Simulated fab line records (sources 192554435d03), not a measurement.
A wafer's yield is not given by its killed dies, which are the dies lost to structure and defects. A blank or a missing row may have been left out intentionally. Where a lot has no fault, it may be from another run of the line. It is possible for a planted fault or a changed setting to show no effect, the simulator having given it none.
Which tool did it? / flow n5Finfet / 9 lots with 26 wafers sampled at 5 steps, on a route of 1938 steps

WHAT EACH GAUGE READ, for each wafer
N5_MOL_CONTACT_COAG_CD_MEAS_84: the cd target is 25.1 nm. Usual: cdNm reads 25.14 nm (standard deviation 0.22).
lot=L432; measured=day 5 04:32; on=cdSem-01; cdNm (nm)=25.61 25.31 25.38; flag=
lot=L437; measured=day 6 09:24; on=cdSem-02; cdNm (nm)=24.90 25.29 25.32; flag=
lot=L438; measured=day 6 21:02; on=cdSem-02; cdNm (nm)=25.40 24.98 24.89; flag=
lot=L442; measured=day 7 14:29; on=cdSem-02; cdNm (nm)=25.07 24.83 25.51; flag=
lot=L444; measured=day 8 02:23; on=cdSem-02; cdNm (nm)=25.10 25.24; flag=
lot=L449; measured=day 9 10:36; on=cdSem-01; cdNm (nm)=25.11 25.25 24.93; flag=
lot=L450; measured=day 9 16:54; on=cdSem-01; cdNm (nm)=24.61 25.10 25.25; flag=
lot=L453; measured=day 10 07:00; on=cdSem-03; cdNm (nm)=24.95 25.34 25.01; flag=
lot=L454; measured=day 10 12:03; on=cdSem-01; cdNm (nm)=25.02 25.23 25.36; flag=

N5_MOL_CONTACT_COAG_OVL_MEAS_85. Usual: VG_OVL typically reads -0.3 nm, with standard deviation 0.69.
lot=L432; measured=day 5 04:34; on=overlay-01; VG_OVL (nm)=0.0 0.4 2.1; flag=
lot=L437; measured=day 6 09:26; on=overlay-02; VG_OVL (nm)=0.1 0.2 -0.8; flag=
lot=L438; measured=day 6 21:04; on=overlay-02; VG_OVL (nm)=-0.2 -0.8 -1.4; flag=
lot=L442; measured=day 7 14:32; on=overlay-02; VG_OVL (nm)=-0.4 -0.1 -0.5; flag=
lot=L444; measured=day 8 02:26; on=overlay-01; VG_OVL (nm)=0.2 -0.4; flag=
lot=L449; measured=day 9 10:38; on=overlay-02; VG_OVL (nm)=0.1 -0.2 -0.1; flag=
lot=L450; measured=day 9 16:56; on=overlay-02; VG_OVL (nm)=-0.3 -0.3 0.2; flag=
lot=L453; measured=day 10 07:02; on=overlay-01; VG_OVL (nm)=0.1 -0.3 -0.5; flag=
lot=L454; measured=day 10 12:05; on=overlay-02; VG_OVL (nm)=0.9 -0.8 0.4; flag=

N5_BEOL_M4_RC_MEAS_101. Usual: DIBL_N 36.4 mV/V, standard deviation 1.5; DIBL_P 35.8 mV/V, standard deviation 1.7; IOFF_N 0.154 nA/um, standard deviation 0.022; IOFF_P 0.21 nA/um, standard deviation 0.031; ION_N 672 uA/um, standard deviation 8.8; ION_P 462 uA/um, standard deviation 7.2; SS_N 71.5 mV/dec, standard deviation 0.53; SS_P 73.2 mV/dec, standard deviation 0.62; VT_N 250.4 mV, standard deviation 2.5; VT_P -250 mV, standard deviation 3.5.
lot=L432; measured=day 7 23:47; on=prober-02; DIBL_N (mV/V)=34.1 34.6 33.9; DIBL_P (mV/V)=33.9 33.9 33.5; IOFF_N (nA/um)=0.133 0.134 0.132; IOFF_P (nA/um)=0.19 0.19 0.19; ION_N (uA/um)=656 662 662; ION_P (uA/um)=460 461 458; SS_N (mV/dec)=71.0 71.0 71.2; SS_P (mV/dec)=72.6 72.5 71.9; VT_N (mV)=250.9 250.6 251.0; VT_P (mV)=-253 -251 -251; flag=
lot=L437; measured=day 9 13:22; on=prober-02; DIBL_N (mV/V)=33.9 34.0 33.9; DIBL_P (mV/V)=33.6 33.7 33.1; IOFF_N (nA/um)=0.131 0.127 0.124; IOFF_P (nA/um)=0.21 0.20 0.20; ION_N (uA/um)=672 672 668; ION_P (uA/um)=476 470 465; SS_N (mV/dec)=71.3 71.7 71.7; SS_P (mV/dec)=72.9 72.5 72.6; VT_N (mV)=252.0 253.0 250.6; VT_P (mV)=-247 -248 -248; flag=
lot=L438; measured=day 10 03:44; on=prober-02; DIBL_N (mV/V)=35.8 37.2 34.5; DIBL_P (mV/V)=34.9 35.7 32.1; IOFF_N (nA/um)=0.147 0.163 0.117; IOFF_P (nA/um)=0.19 0.20 0.15; ION_N (uA/um)=674 664 665; ION_P (uA/um)=461 451 455; SS_N (mV/dec)=71.3 71.9 70.4; SS_P (mV/dec)=73.1 73.2 72.1; VT_N (mV)=252.0 250.3 254.7; VT_P (mV)=-252 -251 -255; flag=
lot=L442; measured=day 11 04:04; on=prober-01; DIBL_N (mV/V)=37.0 35.6 37.3; DIBL_P (mV/V)=35.7 34.9 37.0; IOFF_N (nA/um)=0.159 0.139 0.179; IOFF_P (nA/um)=0.23 0.21 0.25; ION_N (uA/um)=670 667 684; ION_P (uA/um)=468 463 477; SS_N (mV/dec)=72.1 71.1 71.4; SS_P (mV/dec)=72.6 72.8 73.5; VT_N (mV)=249.8 251.1 246.8; VT_P (mV)=-246 -246 -245; flag=
lot=L444; measured=day 11 12:32; on=prober-02; DIBL_N (mV/V)=34.8 37.6; DIBL_P (mV/V)=34.5 37.8; IOFF_N (nA/um)=0.118 0.172; IOFF_P (nA/um)=0.16 0.20; ION_N (uA/um)=642 685; ION_P (uA/um)=444 465; SS_N (mV/dec)=71.1 71.5; SS_P (mV/dec)=72.6 74.0; VT_N (mV)=254.9 248.0; VT_P (mV)=-255 -252; flag=
lot=L449; measured=day 12 21:00; on=prober-02; DIBL_N (mV/V)=35.7 35.2 36.8; DIBL_P (mV/V)=34.0 35.1 36.5; IOFF_N (nA/um)=0.140 0.140 0.166; IOFF_P (nA/um)=0.22 0.23 0.26; ION_N (uA/um)=665 661 679; ION_P (uA/um)=466 467 473; SS_N (mV/dec)=71.0 71.2 71.3; SS_P (mV/dec)=72.2 72.9 73.4; VT_N (mV)=254.9 252.9 251.1; VT_P (mV)=-248 -247 -244; flag=
lot=L450; measured=day 12 23:16; on=prober-01; DIBL_N (mV/V)=35.4 38.2 38.8; DIBL_P (mV/V)=35.9 39.0 39.3; IOFF_N (nA/um)=0.148 0.212 0.219; IOFF_P (nA/um)=0.21 0.28 0.29; ION_N (uA/um)=682 695 686; ION_P (uA/um)=465 480 467; SS_N (mV/dec)=70.6 71.5 71.9; SS_P (mV/dec)=73.6 73.9 73.8; VT_N (mV)=249.6 244.6 246.8; VT_P (mV)=-249 -244 -241; flag=
lot=L453; measured=day 13 09:31; on=prober-02; DIBL_N (mV/V)=36.4 37.1 34.9; DIBL_P (mV/V)=36.2 37.2 35.0; IOFF_N (nA/um)=0.147 0.164 0.129; IOFF_P (nA/um)=0.24 0.26 0.23; ION_N (uA/um)=668 676 668; ION_P (uA/um)=468 473 471; SS_N (mV/dec)=71.5 72.2 71.3; SS_P (mV/dec)=73.6 72.9 73.0; VT_N (mV)=252.1 247.9 251.7; VT_P (mV)=-247 -245 -245; flag=
lot=L454; measured=day 13 12:50; on=prober-01; DIBL_N (mV/V)=35.1 36.8 36.6; DIBL_P (mV/V)=33.8 36.1 35.9; IOFF_N (nA/um)=0.138 0.174 0.166; IOFF_P (nA/um)=0.20 0.25 0.23; ION_N (uA/um)=674 677 688; ION_P (uA/um)=470 461 474; SS_N (mV/dec)=71.1 72.0 71.8; SS_P (mV/dec)=72.7 73.0 73.3; VT_N (mV)=249.0 248.0 248.0; VT_P (mV)=-247 -247 -248; flag=

EACH LOT AND THE TOOL THAT RAN IT (in order: tool; ch and the chambers of the sampled wafers; start)
lot=L432; N5_MOL_CONTACT_COAG_DESCUM_88=rieDiel-06 ch 0,2,3, day 5 04:54; N5_MOL_CONTACT_COAG_ALD_131=aldSin-04 ch 0,3, day 5 05:02
lot=L437; N5_MOL_CONTACT_COAG_DESCUM_88=rieDiel-01 ch 0,1, day 6 09:32; N5_MOL_CONTACT_COAG_ALD_131=aldSin-03 ch 1,2, day 6 09:40
lot=L438; N5_MOL_CONTACT_COAG_DESCUM_88=rieDiel-06 ch 0,1,2, day 6 21:09; N5_MOL_CONTACT_COAG_ALD_131=aldSin-03 ch 0,2,3, day 6 21:17
lot=L442; N5_MOL_CONTACT_COAG_DESCUM_88=rieDiel-01 ch 0,3, day 7 15:00; N5_MOL_CONTACT_COAG_ALD_131=aldSin-03 ch 0,1,3, day 7 15:08
lot=L444; N5_MOL_CONTACT_COAG_DESCUM_88=rieDiel-01 ch 0,3, day 8 02:31; N5_MOL_CONTACT_COAG_ALD_131=aldSin-03 ch 2,3, day 8 02:43
lot=L449; N5_MOL_CONTACT_COAG_DESCUM_88=rieDiel-06 ch 0,1,2, day 9 10:43; N5_MOL_CONTACT_COAG_ALD_131=aldSin-04 ch 1,2,3, day 9 10:52
lot=L450; N5_MOL_CONTACT_COAG_DESCUM_88=rieDiel-06 ch 0,2,3, day 9 17:01; N5_MOL_CONTACT_COAG_ALD_131=aldSin-02 ch 0,2,3, day 9 17:37
lot=L453; N5_MOL_CONTACT_COAG_DESCUM_88=rieDiel-02 ch 0,1,3, day 10 07:08; N5_MOL_CONTACT_COAG_ALD_131=aldSin-03 ch 0,1,2, day 10 07:16
lot=L454; N5_MOL_CONTACT_COAG_DESCUM_88=rieDiel-06 ch 0,1,3, day 10 12:13; N5_MOL_CONTACT_COAG_ALD_131=aldSin-03 ch 0,1,2, day 10 12:21
- N5_MOL_CONTACT_COAG_DESCUM_88: chemistry O2, time 7 s.
- N5_MOL_CONTACT_COAG_ALD_131: deposits SiO2, target thk 5 nm, pulse time 1 s, co reactant pulse time 1 s.

AS READ BY THE TOOLS THEMSELVES (means over the sampled wafers that have a number; for cases with no such wafer, the mark the record gives instead)
N5_MOL_CONTACT_COAG_DESCUM_88. Usual: drypumpMotorCurrentA 5.7 A, standard deviation 0.44; o2FlowSccm 225.0 sccm, standard deviation 0.72; oesProductAu 0.79 a.u., standard deviation 0.092; rfFwdPowerW 49.28 W, standard deviation 0.29; rfVppV 243.0 V, standard deviation 1.7; showerheadPlenumPTorr 2.09 Torr, standard deviation 0.096; tempC 40.00 C, standard deviation 0.1; throttleValvePct 20.50 %, standard deviation 0.21.
lot=L432; tool=rieDiel-06; drypumpMotorCurrentA (A)=5.9; o2FlowSccm (sccm)=225.8; oesProductAu (a.u.)=0.85; rfFwdPowerW (W)=48.94; rfVppV (V)=243.2; showerheadPlenumPTorr (Torr)=2.12; tempC (C)=40.02; throttleValvePct (%)=20.32; flag=
lot=L437; tool=rieDiel-01; drypumpMotorCurrentA (A)=5.2; o2FlowSccm (sccm)=224.9; oesProductAu (a.u.)=0.78; rfFwdPowerW (W)=49.30; rfVppV (V)=241.7; showerheadPlenumPTorr (Torr)=2.01; tempC (C)=39.93; throttleValvePct (%)=20.57; flag=
lot=L438; tool=rieDiel-06; drypumpMotorCurrentA (A)=5.9; o2FlowSccm (sccm)=225.0; oesProductAu (a.u.)=0.75; rfFwdPowerW (W)=49.26; rfVppV (V)=242.5; showerheadPlenumPTorr (Torr)=2.09; tempC (C)=39.96; throttleValvePct (%)=20.59; flag=
lot=L442; tool=rieDiel-01; drypumpMotorCurrentA (A)=5.4; o2FlowSccm (sccm)=224.7; oesProductAu (a.u.)=0.88; rfFwdPowerW (W)=49.64; rfVppV (V)=243.9; showerheadPlenumPTorr (Torr)=2.09; tempC (C)=40.09; throttleValvePct (%)=20.39; flag=
lot=L444; tool=rieDiel-01; drypumpMotorCurrentA (A)=5.3; o2FlowSccm (sccm)=225.6; oesProductAu (a.u.)=0.82; rfFwdPowerW (W)=49.28; rfVppV (V)=242.6; showerheadPlenumPTorr (Torr)=2.06; tempC (C)=39.94; throttleValvePct (%)=20.40; flag=
lot=L449; tool=rieDiel-06; drypumpMotorCurrentA (A)=5.9; o2FlowSccm (sccm)=225.1; oesProductAu (a.u.)=0.82; rfFwdPowerW (W)=49.28; rfVppV (V)=244.3; showerheadPlenumPTorr (Torr)=2.17; tempC (C)=39.98; throttleValvePct (%)=20.49; flag=
lot=L450; tool=rieDiel-06; drypumpMotorCurrentA (A)=5.9; o2FlowSccm (sccm)=224.9; oesProductAu (a.u.)=0.80; rfFwdPowerW (W)=49.18; rfVppV (V)=243.3; showerheadPlenumPTorr (Torr)=2.10; tempC (C)=40.01; throttleValvePct (%)=20.37; flag=
lot=L453; tool=rieDiel-02; drypumpMotorCurrentA (A)=5.7; o2FlowSccm (sccm)=224.2; oesProductAu (a.u.)=0.77; rfFwdPowerW (W)=49.27; rfVppV (V)=243.7; showerheadPlenumPTorr (Torr)=2.16; tempC (C)=40.14; throttleValvePct (%)=20.56; flag=
lot=L454; tool=rieDiel-06; drypumpMotorCurrentA (A)=6.1; o2FlowSccm (sccm)=225.2; oesProductAu (a.u.)=0.87; rfFwdPowerW (W)=49.34; rfVppV (V)=242.6; showerheadPlenumPTorr (Torr)=2.16; tempC (C)=40.07; throttleValvePct (%)=20.38; flag=

N5_MOL_CONTACT_COAG_ALD_131. Usual: chamberPressureTorr 2.000 Torr, standard deviation 0.004; heaterPowerOuterW 43 W, standard deviation 4; heaterPowerW 83 W, standard deviation 5.8; precursorPulseHeightRel 0.999, standard deviation 0.018.
lot=L432; tool=aldSin-04; chamberPressureTorr (Torr)=2.000; heaterPowerOuterW (W)=47; heaterPowerW (W)=91; precursorPulseHeightRel=1.001; flag=
lot=L437; tool=aldSin-03; chamberPressureTorr (Torr)=2.003; heaterPowerOuterW (W)=41; heaterPowerW (W)=77; precursorPulseHeightRel=1.007; flag=
lot=L438; tool=aldSin-03; chamberPressureTorr (Torr)=2.003; heaterPowerOuterW (W)=39; heaterPowerW (W)=79; precursorPulseHeightRel=1.006; flag=
lot=L442; tool=aldSin-03; chamberPressureTorr (Torr)=2.000; heaterPowerOuterW (W)=39; heaterPowerW (W)=78; precursorPulseHeightRel=0.999; flag=
lot=L444; tool=aldSin-03; chamberPressureTorr (Torr)=2.002; heaterPowerOuterW (W)=40; heaterPowerW (W)=82; precursorPulseHeightRel=0.999; flag=
lot=L449; tool=aldSin-04; chamberPressureTorr (Torr)=2.003; heaterPowerOuterW (W)=46; heaterPowerW (W)=90; precursorPulseHeightRel=1.011; flag=
lot=L450; tool=aldSin-02; chamberPressureTorr (Torr)=2.002; heaterPowerOuterW (W)=45; heaterPowerW (W)=82; precursorPulseHeightRel=0.979; flag=
lot=L453; tool=aldSin-03; chamberPressureTorr (Torr)=1.998; heaterPowerOuterW (W)=40; heaterPowerW (W)=77; precursorPulseHeightRel=0.997; flag=
lot=L454; tool=aldSin-03; chamberPressureTorr (Torr)=1.997; heaterPowerOuterW (W)=40; heaterPowerW (W)=78; precursorPulseHeightRel=1.015; flag=

THE ANSWER, worked out from the rows above alone
Rule: take the mean of a lot's wafers that have a number; if it is more than 3 standard deviations from the usual mean, the lot is off. Also off: a lot with no number at a reading for which 4 or more lots have one. Where the step has rows for the other lots, those lots are counted as sound. First the gauges in route order, then the tools' own readings, where a lot's mean is used as printed above. At the first step where some lot is off, the reading lying furthest off is the one used; lots without a number count as furthest.
No lot is off on any of the readings shown, so nothing can be concluded from this.

WHAT THE SIMULATOR HAD INSERTED
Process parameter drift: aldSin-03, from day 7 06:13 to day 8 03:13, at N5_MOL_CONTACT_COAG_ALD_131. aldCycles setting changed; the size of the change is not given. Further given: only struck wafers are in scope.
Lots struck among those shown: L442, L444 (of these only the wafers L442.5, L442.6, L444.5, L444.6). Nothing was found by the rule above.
